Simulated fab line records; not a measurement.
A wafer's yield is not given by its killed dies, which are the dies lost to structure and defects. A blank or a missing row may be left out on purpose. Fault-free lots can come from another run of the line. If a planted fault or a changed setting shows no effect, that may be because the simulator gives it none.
Check of tool commonality	flow nand-harc	15 wafers sampled across 5 lots

== WHAT PROMPTED THE OPENING ==
Flagged at NHARC_END_SORT_01: reading killed-at-periphery, on 2 of 5 lots. Wafers without a fault read 5, standard deviation 3.1.
Rule: a lot gets a flag if all its wafers with a number sit over 4 standard deviations from that mean, or if no wafer of it has a number. The other lots count as sound.

lot	measured	on	killed-at-periphery, wafer by wafer	flag
L114	day 24 22:13	prober-01	13 8 7	
L119	day 26 09:52	prober-01	3 4 0	
L123	day 27 22:22	prober-02	3 3 4	
L131	day 31 18:07	prober-01	68 77 83	FLAGGED
L130	day 31 18:52	prober-02	38 58 48	FLAGGED
Average over the flagged lots: 62; offset from the usual +57, equal to +18 standard deviations.

== TOOL THAT RAN EACH LOT ==
The record holds 4 process steps before the reading, out of a route of 1302 steps. Every cell lists first the tool, next ch and the chambers used by the sampled wafers, and last the start.
lot	flag	NHARC_P_ZERO_WELL_EXPOSE_34	NHARC_THIN_TSV_STRIP_62	NHARC_THIN_TSV_DEGAS_53	NHARC_THIN_TSV_STRIP_56
L114		krf-scanner-02 ch 0, day 2 03:43	plasma-asher-01 ch 0,1, day 24 09:02	pvd-sputter-03, day 24 11:10	plasma-asher-01 ch 0,1, day 24 12:53
L119		krf-scanner-02 ch 0, day 4 01:52	plasma-asher-01 ch 0,1, day 25 21:29	pvd-sputter-03, day 25 23:38	plasma-asher-02 ch 0,1, day 26 01:27
L123		krf-scanner-04 ch 0, day 5 17:50	plasma-asher-01 ch 0,1, day 27 08:28	pvd-sputter-02, day 27 10:38	plasma-asher-01 ch 0, day 27 12:28
L131	FLAGGED	krf-scanner-02 ch 0, day 9 01:51	plasma-asher-01 ch 0,1, day 31 05:04	pvd-sputter-01, day 31 07:14	plasma-asher-01 ch 0,1, day 31 08:55
L130	FLAGGED	krf-scanner-02 ch 0, day 8 16:31	plasma-asher-01 ch 0, day 31 06:30	pvd-sputter-01, day 31 08:38	plasma-asher-01 ch 0,1, day 31 10:17
What the steps here do:
- NHARC_P_ZERO_WELL_EXPOSE_34: exposes mask P PWELL, target cd 720 nm.
- NHARC_THIN_TSV_STRIP_62: strips in N2/H2, time 20 s.
- NHARC_THIN_TSV_DEGAS_53: time 60 s.
- NHARC_THIN_TSV_STRIP_56: strips in O2.
- NHARC_END_SORT_01

== FLAGGED OVER TOTAL, TOOL BY TOOL (the gauges that took the reading come last) ==
step	tool	lots run	flagged	share of the flagged lots	sound lots run after its first flagged lot
NHARC_P_ZERO_WELL_EXPOSE_34	krf-scanner-02	4	2	all	0
NHARC_P_ZERO_WELL_EXPOSE_34	krf-scanner-04	1	0	none	-
NHARC_THIN_TSV_STRIP_62	plasma-asher-01	5	2	all	0
NHARC_THIN_TSV_DEGAS_53	pvd-sputter-01	2	2	all	0
NHARC_THIN_TSV_DEGAS_53	pvd-sputter-02	1	0	none	-
NHARC_THIN_TSV_DEGAS_53	pvd-sputter-03	2	0	none	-
NHARC_THIN_TSV_STRIP_56	plasma-asher-01	4	2	all	0
NHARC_THIN_TSV_STRIP_56	plasma-asher-02	1	0	none	-
NHARC_END_SORT_01	prober-01	3	1	some	0
NHARC_END_SORT_01	prober-02	2	1	some	0

== WHAT IS ALLOWED BY THE TABLE ==
4 rows of the table ran every flagged lot: krf-scanner-02 at NHARC_P_ZERO_WELL_EXPOSE_34, plasma-asher-01 at NHARC_THIN_TSV_STRIP_62, pvd-sputter-01 at NHARC_THIN_TSV_DEGAS_53, plasma-asher-01 at NHARC_THIN_TSV_STRIP_56.
- krf-scanner-02 at NHARC_P_ZERO_WELL_EXPOSE_34 ran 4 lots, 2 of them flagged. Its last sound lot is L119 (day 4 01:52), its first flagged lot L130 (day 8 16:31): a fault that began between those two fits.
- plasma-asher-01 at NHARC_THIN_TSV_STRIP_62 ran 5 lots, 2 of them flagged. Its last sound lot is L123 (day 27 08:28), its first flagged lot L131 (day 31 05:04): a fault that began between those two fits.
- pvd-sputter-01 at NHARC_THIN_TSV_DEGAS_53 ran 2 lots, 2 of them flagged. It ran no sound lot before its first flagged lot in this sample, so the start can't be narrowed down.
- plasma-asher-01 at NHARC_THIN_TSV_STRIP_56 ran 4 lots, 2 of them flagged. Its last sound lot is L123 (day 27 12:28), its first flagged lot L131 (day 31 08:55): a fault that began between those two fits. On the flagged lots its readings are blank where sound lots have values: rf-refl-power-W.
A lot count leaves these 3 tools indistinguishable: every one of them fits a fault beginning at some hour. More lots, or a look at what each step does to the wafer, might.

== WHAT WAS PUT IN BY THE SIMULATOR ==
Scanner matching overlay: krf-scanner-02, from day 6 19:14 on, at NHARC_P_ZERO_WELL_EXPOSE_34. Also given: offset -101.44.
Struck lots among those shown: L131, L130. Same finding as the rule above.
